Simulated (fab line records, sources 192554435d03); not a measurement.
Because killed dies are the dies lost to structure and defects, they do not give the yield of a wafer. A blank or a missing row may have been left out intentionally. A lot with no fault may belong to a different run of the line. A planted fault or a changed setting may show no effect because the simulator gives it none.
A lot that was struck, set against a sound lot + flow n5-finfet + 27 out of 1938 route steps
Sound: the wafers L774.1, L774.3, L774.5. Struck: wafers L772.1, L772.3, L772.5. The cause is named last.
Order at every step that has rows: each side's tool, ch and its chambers, its first start. Under that, the readings that differ: sound wafers + struck wafers + difference of the means + sigmas: that difference in standard deviations of wafers without a fault.
alike: same words and numbers on both sides, and readings whose means sit less than 2 such deviations apart. not compared: any withheld reading, any reading some wafer has no value for, any bound like >300 that may hide the same value, and any number with overlapping values for which the record gives no deviation.
A row with sigmas, a row that says differs or no value, or rows on one side alone: a step with any of these is where the two part. Numbers that have no deviation but don't overlap get no sigmas and don't part them. A reading that every wafer of one side lacks parts them only if that side has two wafers or more.

first, 9 steps without rows for these wafers: N5_BEOL_M0_SAQP_COAT_87 (time 60 s, resist thk 5 nm); N5_BEOL_M0_SAQP_COAT_34 (resist thk 30 nm); N5_BEOL_M0_SAQP_EBR_36; N5_BEOL_M0_SAQP_SOFTBAKE_35 (time 60 s); N5_BEOL_M0_SAQP_EXPOSE_37 (exposes mask M0 CUT1, target cd 30 nm); N5_BEOL_M0_SAQP_PEB_38 (peb time 60 s); N5_BEOL_M0_SAQP_DEVELOP_39 (develop time 30 s); N5_BEOL_M0_SAQP_DESCUM_45 (chemistry O2, time 7 s); N5_BEOL_M0_SAQP_ETCH_88 (etches underlayer in N2/H2, target depth 6.5 nm, time 5.2 s).
N5_BEOL_M0_SAQP_ETCH_73: etches SiARC in CF4, target depth 19.5 nm, time 32.5 s.
  sound on rie-diel-05 ch 0,3, day 9 21:28; struck on rie-diel-03 ch 0,3, day 9 04:38
| reading                     | sound       | struck      | difference | sigmas |
|-----------------------------|-------------|-------------|------------|--------|
| drypump-motor-current-A (A) | 5.8 6.2 6.1 | 5.2 5.4 5.4 | -0.7       | -2     |
  alike: bias-w, etch-rf-on-time-s, oes-product-au, rf-vpp-V, showerhead-plenum-p-Torr, throttle-valve-pct
  not compared: rf-hours-counter-h
then, 13 steps without rows for these wafers: N5_BEOL_M0_SAQP_CUT_ETCH_46 (etches SOC in N2/H2, target depth 135 nm, overetch 27 nm, time 202.5 s); N5_BEOL_M0_SAQP_STRIP_74 (strips in N2/H2); N5_BEOL_M0_SAQP_STRIP_89 (strips in N2/H2); N5_BEOL_M0_SAQP_ALD_48 (deposits SiO2, target thk 20 nm, pulse time 1 s, co reactant pulse time 1 s); N5_BEOL_M0_SAQP_ETCH_49 (etches SiO2 in CF4/O2, target depth 37 nm); N5_BEOL_M0_SAQP_STRIP_75 (strips in CF4); N5_BEOL_M0_CUTY_COAT_50 (time 60 s, resist thk 15 nm); N5_BEOL_M0_CUTY_COAT_51 (resist thk 150 nm); N5_BEOL_M0_CUTY_EBR_52; N5_BEOL_M0_CUTY_SOFTBAKE_53 (time 60 s); N5_BEOL_M0_CUTY_EXPOSE_54 (exposes mask M0 ABLK); N5_BEOL_M0_CUTY_PEB_55 (peb time 60 s); N5_BEOL_M0_CUTY_DEVELOP_56 (develop time 30 s).
N5_BEOL_M0_CUTY_INSPECT_59: inspects for defects (macro).
  struck on defect-inspect-02, day 9 06:04; sound on defect-inspect-02, day 9 22:58
| reading          | sound | struck         | difference | sigmas |
|------------------|-------|----------------|------------|--------|
| raw-defect-count | 1 3 1 | >300 >300 >300 | differs    |        |
then, 1 step without rows for these wafers: N5_BEOL_M0_CUTY_DESCUM_61 (chemistry O2, time 7.9 s).
N5_BEOL_M4_RC_MEAS_101:
  sound on prober-01 ch 0, day 12 03:27; struck on prober-01 ch 0, day 11 03:11
  alike: DIBL_N, DIBL_P, IOFF_N, IOFF_P, ION_N, ION_P, SS_N, SS_P, VT_N, VT_P
-- the record jumps here: 4 days lie between the struck wafers' starts before and after (it left off in module BEOL_M4 and takes up again in module PASSIVATION, whose first step shown is number 1936 of the route) --
N5_PASSIVATION_PROBE_49:
  the record has rows for the struck wafers here (prober-01, day 15 08:42) and none for the sound ones

== WHERE THEY PART ==
At N5_BEOL_M0_SAQP_ETCH_73 first; at N5_PASSIVATION_PROBE_49 last (within this record only).

WHY: what the simulator had put in
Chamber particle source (rie-diel-03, N5_BEOL_M0_SAQP_ETCH_73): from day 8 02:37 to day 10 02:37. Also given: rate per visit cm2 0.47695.
